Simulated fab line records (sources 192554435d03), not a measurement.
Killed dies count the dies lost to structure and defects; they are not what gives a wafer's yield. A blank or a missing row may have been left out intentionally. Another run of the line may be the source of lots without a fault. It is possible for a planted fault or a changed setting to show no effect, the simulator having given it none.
Comparing a struck lot with a sound one | flow n5-finfet | 36 out of 1938 route steps
Sound: these wafers, L157.1, L157.4, L157.6. Struck: wafers L164.1, L164.5, L164.6. The cause comes at the end.
Each step with rows lists, per side, the tool, then ch with its chambers, then its first start. Under that, the readings that differ: sound wafers | struck wafers | difference of the means | sigmas: that difference in standard deviations of wafers without a fault.
alike: words and numbers the same on both sides, and readings whose means are apart by under 2 such deviations; not compared: readings that were withheld, readings missing a value for some wafer, numbers with overlapping values and no deviation given by the record, and bounds like >300 which may hide the same value.
Wherever a step has rows on one side only, a row that says differs or no value, or a row with sigmas, the two part there. Numbers that don't overlap but have no deviation are shown without sigmas and don't part them. Lack of a reading on every wafer of one side parts them only where that side has two or more wafers.

first, 12 steps without rows for these wafers: N5_SD_EPI_P_STRIP_38 (strips in N2/H2); N5_SD_EPI_P_ETCHBACK_46 (etches SiNx in CH3F/O2, stops on SiO2, target depth 17.5 nm); N5_SD_EPI_P_ETCH_47 (etches SiOCN in CH3F/O2, target depth 25 nm); N5_SD_EPI_P_ETCH_16 (etches SiO2 in CHF3/O2, target depth 5 nm); N5_SD_EPI_P_STRIP_50 (strips in CHF3/O2); N5_SD_EPI_P_SD_RECESS_17 (chemistry HBr/Cl2/O2, target depth 39.1 nm, bt time 3 s); N5_SD_EPI_P_WET_ETCH_45 (etches SiO2 in dHF, time 10.7 s, target depth 2 nm, rinse time 30 s); N5_SD_EPI_P_STRIP_40 (strips in N2/H2); N5_SD_EPI_P_PRECLEAN_52 (cleans in O3/DIW, time 60 s); N5_SD_EPI_P_SRD_20 (time 30 s); N5_SD_EPI_P_PRECLEAN_51 (cleans in NF3:NH3, afs cycles 1, time 20 s, sublimation time 60 s); N5_SD_EPI_P_VAPOR_ETCH_44 (etches SiGe30 in NF3/Ar, time 3.3 s).
N5_SD_EPI_P_EPI_21: deposits SiGe:B, time 355 s.
  sound on epi-rpcvd-01 ch 0, day 3 07:38; struck on epi-rpcvd-01 ch 0, day 5 03:21
then, 8 steps without rows for these wafers: N5_SD_EPI_P_HM_STRIP_48 (strips SiNx in H3PO4, material SiNx, target depth 3 nm); N5_SD_EPI_P_SRD_49 (time 30 s); N5_SD_EPI_P_PRECLEAN_24 (cleans in O3/DIW, time 45 s); N5_SD_EPI_P_PRECLEAN_32 (cleans in dHF, time 10 s); N5_SD_EPI_P_PRECLEAN_33 (cleans in SC2, time 45 s); N5_SD_EPI_P_SRD_25 (time 30 s); N5_SD_ACTIVATION_RTA_00 (time 0 s); N5_SD_ACTIVATION_LSA_01 (time 0.0008 s).
N5_SD_ACTIVATION_RS_MEAS_03: the measuring method here is four-point-probe.
  struck on film-metro-02, day 5 06:10; sound on film-metro-01, day 3 10:30
  reading          | sound          | struck            | difference | sigmas
  RS_SD_P (ohm/sq) | 55.8 56.3 56.0 | 158.1 156.4 155.4 | +100.6     | +99 or more
  alike: RS_SD_N
then, 12 steps without rows for these wafers: N5_ILD0_LINER_00 (material SiNx, target thk 4 nm, pulse time 1 s, purge time 2 s); N5_ILD0_FCVD_FILL_01 (material SiO2 flowable, target thk 200 nm, time 328.3 s); N5_ILD0_CURE_02 (time 1800 s); N5_ILD0_CMP_03 (polishes, stops on SiNx, t overpolish 1.9 s, target thk 197.38 nm); N5_ILD0_CMP_07 (polishes SiO2 flowable, stops on poly-Si, t overpolish 1.18 s, target thk 138.88 nm); N5_ILD0_PRECLEAN_10 (cleans in NF3:NH3, afs cycles 5, time 20 s, sublimation time 60 s); N5_ILD0_ALD_15 (deposits SiNx, target thk 24 nm, pulse time 1 s, ald cycles 480); N5_ILD0_CMP_12 (polishes SiNx, stops on poly-Si, t overpolish 6 s, target thk 17.67 nm); N5_SDB_HM_DEP_00 (deposits SiNx from SiH4/NH3/N2, target thk 40 nm, time 35.3 s); N5_SDB_COAT_03 (time 60 s, resist thk 100 nm); N5_SDB_COAT_04 (time 60 s, resist thk 18 nm); N5_SDB_COAT_05 (resist thk 90 nm).
-- the record jumps here: 5 days lie between the struck wafers' starts before and after (it left off in module SDB and takes up again in module BEOL_M4, whose first step shown is number 1111 of the route) --
N5_BEOL_M4_RC_MEAS_101:
  sound on prober-01 ch 0, day 7 21:38; struck on prober-01 ch 0, day 10 02:11
  reading             | sound              | struck               | difference | sigmas
  DIBL_P (mV/V)       | 35.2 41.3 39.8     | 30.3 30.7 29.0       | -8.8       | -4
  IOFF_P (nA/um)      | 0.19 0.30 0.28     | 0.11 0.11 0.10       | -0.15      | -4
  IOFF_P_85C (nA/um)  | 3.3 4.8 4.6        | 2.1 2.1 2.0          | -2.2       | -4
  IOFF_P_LIN (nA/um)  | 0.093 0.128 0.121  | 0.061 0.060 0.058    | -0.054     | -4
  ION_P (uA/um)       | 458 469 467        | 395 395 388          | -72        | -9
  RC_DENSE_P (ohm.um) | 23.5 24.1 24.4     | 51.3 51.2 51.6       | +27.4      | +54
  RC_P (ohm.um)       | 19.3 19.7 19.6     | 41.7 42.1 42.2       | +22.5      | +56
  REXT_P (ohm.um)     | 100.8 102.1 101.7  | 207.1 207.7 206.4    | +105.5     | +39
  RS_SD_P (ohm/sq)    | 65.2 65.3 65.3     | 170.4 169.2 167.8    | +103.9     | +94
  VT_P (mV)           | -252 -247 -248     | -260 -259 -260       | -11        | -3
  VT_P_LVT (mV)       | -100.1 -94.1 -94.3 | -107.1 -109.2 -108.4 | -12.1      | -4
  alike: DIBL_N, IOFF_N, ION_N, SS_N, SS_P, VT_N
-- the record jumps here: 4 days lie between the struck wafers' starts before and after (it left off in module BEOL_M4 and takes up again in module PASSIVATION, whose first step shown is number 1936 of the route) --
N5_PASSIVATION_PROBE_49:
  struck on prober-01, day 14 10:29; sound on prober-01, day 12 09:29
  reading              | sound          | struck            | difference | sigmas
  sort_bin_8_speed (%) | 0 0 0          | 91.36 90.93 91.44 | +91.24     | +99 or more
  sort-n-pass          | 1085 1080 1062 | 0 0 0             | -1076      | -67
  sort-yield-pct (%)   | 91.9 91.5 90.0 | 0 0 0             | -91        | -70
  alike: defect-limited-yield, killed_at_M0_to_M3, killed_at_M4_up, killed-at-contacts, killed-at-front-end, killed-at-other, killed-dies, killed-open, killed-short, sort_bin_5_function, sort_bin_6_memory

== WHERE THEY PART ==
First at N5_SD_ACTIVATION_RS_MEAS_03; last, within this record, at N5_PASSIVATION_PROBE_49.

WHY: the cause the simulator had injected
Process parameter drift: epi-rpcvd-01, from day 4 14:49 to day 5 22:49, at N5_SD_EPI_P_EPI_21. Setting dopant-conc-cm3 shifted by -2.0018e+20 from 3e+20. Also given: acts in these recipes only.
